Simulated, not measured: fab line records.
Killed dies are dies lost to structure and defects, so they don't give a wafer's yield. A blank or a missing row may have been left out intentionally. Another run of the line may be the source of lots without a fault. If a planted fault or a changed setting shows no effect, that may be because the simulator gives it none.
A struck lot beside a sound one | flow n5-finfet | 17 out of 1938 route steps
Sound: the wafers L941.1, L941.2, L941.6. Wafers struck: L953.1, L953.2. The cause is given at the end.
For every step that has rows: the tool of each side, followed by ch and its chambers, followed by its first start. Under that, the readings that differ: sound wafers | struck wafers | difference of the means | sigmas: that difference in standard deviations of wafers without a fault.
alike: a reading whose means differ by less than 2 such deviations, as well as words and numbers matching on both sides. not compared: withheld readings; readings where some wafer has no value; bounds like >300 that might hide an equal value; numbers whose values overlap and for which the record gives no deviation.
A row with sigmas, a row that says differs or no value, or rows on one side alone: a step with any of these is where the two part. Non-overlapping numbers with no deviation appear without sigmas and do not part them. Lack of a reading on every wafer of one side parts them only where that side has two or more wafers.

N5_SDB_OVL_MEAS_12:
  sound on overlay-01 ch 0, day 6 22:11; struck on overlay-01 ch 0, day 9 12:47
  alike: SDB_OVL
N5_SDB_INSPECT_13: inspects for defects (brightfield).
  sound on defect-inspect-01 at day 6 22:13; struck on defect-inspect-02 at day 9 12:49
  alike: raw-defect-count
then, 1 step without rows for these wafers: N5_SDB_DESCUM_16 (chemistry O2, time 7.9 s).
N5_SDB_ETCH_17: etches SiARC in CF4, target depth 23.4 nm, time 39 s.
  sound on rie-diel-04 ch 0,1,3, day 6 22:17; struck on rie-diel-06 ch 0,3, day 9 12:53
  alike: drypump-motor-current-A, etch-rf-on-time-s, oes-product-au, rf-vpp-V, showerhead-plenum-p-Torr, throttle-valve-pct
  not compared: rf-hours-counter-h
N5_SDB_ETCH_18: etches SOC in N2/H2, target depth 100 nm, overetch 20 nm, time 150 s.
  sound on rie-diel-04 ch 0,1,3, day 6 22:19; struck on rie-diel-06 ch 0,3, day 9 12:55
  alike: drypump-motor-current-A, h2-flow-sccm, oes-product-au, rf-vpp-V, showerhead-plenum-p-Torr, temp-c, throttle-valve-pct
  not compared: rf-hours-counter-h
then, 1 step without rows for these wafers: N5_SDB_STRIP_19 (strips in N2/H2).
N5_SDB_STRIP_21: strips in CF4.
  sound on rie-diel-04 ch 0,1,3, day 6 22:28; struck on rie-diel-06 ch 0,3, day 9 13:04
  alike: drypump-motor-current-A, oes-product-au, rf-vpp-V, showerhead-plenum-p-Torr, throttle-valve-pct
  not compared: rf-hours-counter-h
then, 1 step without rows for these wafers: N5_SDB_HM_OPEN_20 (chemistry CH3F/O2, target SiNx, stops on poly-Si, target depth 24 nm).
N5_SDB_STRIP_22: strips in N2/H2.
  sound on plasma-asher-02 ch 0,1, day 6 22:34; struck on plasma-asher-02 ch 0,1, day 9 13:10
  alike: drypump-motor-current-A, h2-flow-sccm, heater-power-w, oes-product-au, strip-time-to-endpoint-s, temp-c
  not compared: rf-hours-counter-h
then, 2 steps without rows for these wafers: N5_SDB_PRECLEAN_23 (cleans in dHF, time 30 s); N5_SDB_DUMMY_REMOVE_24 (chemistry TMAH, target poly-Si, stops on SiO2, target depth 142 nm, time 57 s, rinse time 30 s).
N5_SDB_ETCH_25: etches SiO2 in C4F6/O2, target depth 10 nm, time 3.3 s.
  sound on rie-diel-01 ch 1,2,3, day 6 22:47; struck on rie-diel-06 ch 1,2, day 9 13:23
  alike: drypump-motor-current-A, oes-product-au, rf-vpp-V, showerhead-plenum-p-Torr, throttle-valve-pct
  not compared: rf-hours-counter-h
N5_SDB_CUT_ETCH_26: etches Si in HBr/Cl2/O2, target depth 129.6 nm, bt time 20 s, time 51.8 s.
  sound on rie-si-04 ch 0,1,2, day 6 22:52; struck on rie-si-02 ch 1,2, day 9 13:28
  reading                                 | sound           | struck      | difference | sigmas
  model.etch.depth-nm (nm)                | 130.2 129 131.2 | 77.03 75.37 | -53.93     |
  model.SDB.feature-depth-nm (nm)         | 130.2 129 131.2 | 77 75.4     | -54        |
  model.SiNx_of_SDB_HM_DEP_00.thk-nm (nm) | 21.2 21.4 21.6  | 28.2 28.4   | +6.9       |
  alike: drypump-motor-current-A, oes-product-au, throttle-valve-pct
  not compared: rf-hours-counter-h
N5_SDB_PRECLEAN_38: cleans in dHF, time 10 s.
  sound on wet-bench-05 ch 0,4,7, day 6 22:59; struck on wet-bench-05 ch 5,6, day 9 13:35
  reading                                 | sound          | struck  | difference | sigmas
  model.SiNx_of_SDB_HM_DEP_00.thk-nm (nm) | 21.2 21.4 21.6 | 28 28.4 | +7         |
  alike: temp-c
then, 1 step without rows for these wafers: N5_SDB_PRECLEAN_39 (cleans in O3/DIW, time 45 s).
-- the record jumps here: 4 days lie between the struck wafers' starts before and after (it left off in module SDB and takes up again in module BEOL_M4, whose first step shown is number 1111 of the route) --
N5_BEOL_M4_RC_MEAS_101:
  sound on prober-02 ch 0, day 10 20:58; struck on prober-02 ch 0, day 13 20:15
  reading   | sound                | struck        | difference | sigmas
  VT_P (mV) | -252.8 -250.0 -250.6 | -259.8 -257.3 | -7.4       | -2
  alike: DIBL_N, DIBL_P, IOFF_N, IOFF_P, ION_N, ION_P, SS_N, SS_P, VT_N
-- here the record skips 4 days between the struck wafers' starts before and after, leaving off in module BEOL_M4 and picking up in module PASSIVATION (first step shown: number 1936 of the route) --
N5_PASSIVATION_PROBE_49:
  sound on prober-02 at day 15 00:17; struck on prober-01 at day 18 05:34
  reading            | sound   | struck | difference | sigmas
  killed-at-contacts | 9 10 17 | 17 31  | +12        | +2
  alike: defect-limited-yield, killed_at_M0_to_M3, killed_at_M4_up, killed-at-front-end, killed-at-other, killed-dies, killed-on-rim, killed-open, killed-short, sort_bin_5_function, sort_bin_6_memory, sort-n-pass, sort-yield-pct

== WHERE THEY PART ==
Last at N5_PASSIVATION_PROBE_49 as far as this record goes, first at N5_BEOL_M4_RC_MEAS_101.

WHY: what the simulator had put in
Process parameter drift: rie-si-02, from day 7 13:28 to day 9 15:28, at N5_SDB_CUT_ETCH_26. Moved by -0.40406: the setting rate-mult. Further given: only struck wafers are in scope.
